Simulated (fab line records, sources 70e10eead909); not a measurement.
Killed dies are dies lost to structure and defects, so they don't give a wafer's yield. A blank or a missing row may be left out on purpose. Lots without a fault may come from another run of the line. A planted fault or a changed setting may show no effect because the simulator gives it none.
Chamber matching | flow nand_harc | NHARC_A_STAIRCASE_DEP_156 on pecvd-04: 3 sister chambers
The step deposits SiNx, target thk 50 nm. 22 wafers are shown with their chamber, then 11 later ones without.

WAFERS WITH THEIR CHAMBER
wafer  | chamber | heater_power_w (W)
L076.1 | 0       | 560
L076.2 | 2       | 786
L076.5 | 2       | 801
L076.3 | 1       | 645
L076.4 | 0       | 553
L076.6 | 1       | 677
L074.1 | 2       | 942
L074.3 | 0       | 602
L074.4 | 1       | 768
L074.2 | 1       | 754
L074.5 | 2       | 945
L074.6 | 0       | 588
L077.1 | 2       | 771
L077.5 | 2       | 776
L077.6 | 0       | 695
L081.1 | 1       | 654
L081.2 | 2       | 814
L081.4 | 2       | 815
L081.3 | 1       | 687
L081.5 | 2       | 810
L081.6 | 1       | 683
L082.2 | 0       | 657

SIGNATURES (means of the wafers above)
reading        | chamber 0 | chamber 1 | chamber 2 | scatter within a chamber
heater_power_w | 609.17    | 695.43    | 828.89    | 58.5
Rule: a wafer's distance from a chamber is the root of the sum, over the readings, of the square of ((its reading less the chamber's mean) divided by the reading's scatter). The wafer belongs to the nearest chamber; if the next one is less than 2 further off, it can't be placed. The scatter: the root of (the sum of the squares of (reading less its chamber's mean) over the shown wafers, divided by (wafers less chambers)).

WAFERS WITHOUT THEIR CHAMBER
wafer  | heater_power_w (W)
L082.5 | 672
L082.6 | 691
L084.1 | 653
L084.3 | 919
L084.6 | 910
L090.1 | 634
L090.3 | 643
L090.6 | 636
L096.4 | 859
L096.5 | 612
L096.6 | 710

WHICH CHAMBER EACH WENT THROUGH
wafer  | from the rows above          | in truth
L082.5 | can't be placed: 1 or 0      | 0
L082.6 | can't be placed: 1 or 0      | 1
L084.1 | can't be placed: 1 or 0      | 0
L084.3 | 2                            | 2
L084.6 | 2                            | 2
L090.1 | can't be placed: 0 or 1      | 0
L090.3 | can't be placed: 0 or 1      | 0
L090.6 | can't be placed: 0 or 1      | 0
L096.4 | 2                            | 2
L096.5 | can't be placed: 0 or 1      | 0
L096.6 | can't be placed: 1 or 0 or 2 | 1
Placed correctly: 3 of 11. Can't be placed from these rows: 8 (the true chamber is among the candidates in 8). Placed wrongly: 0.
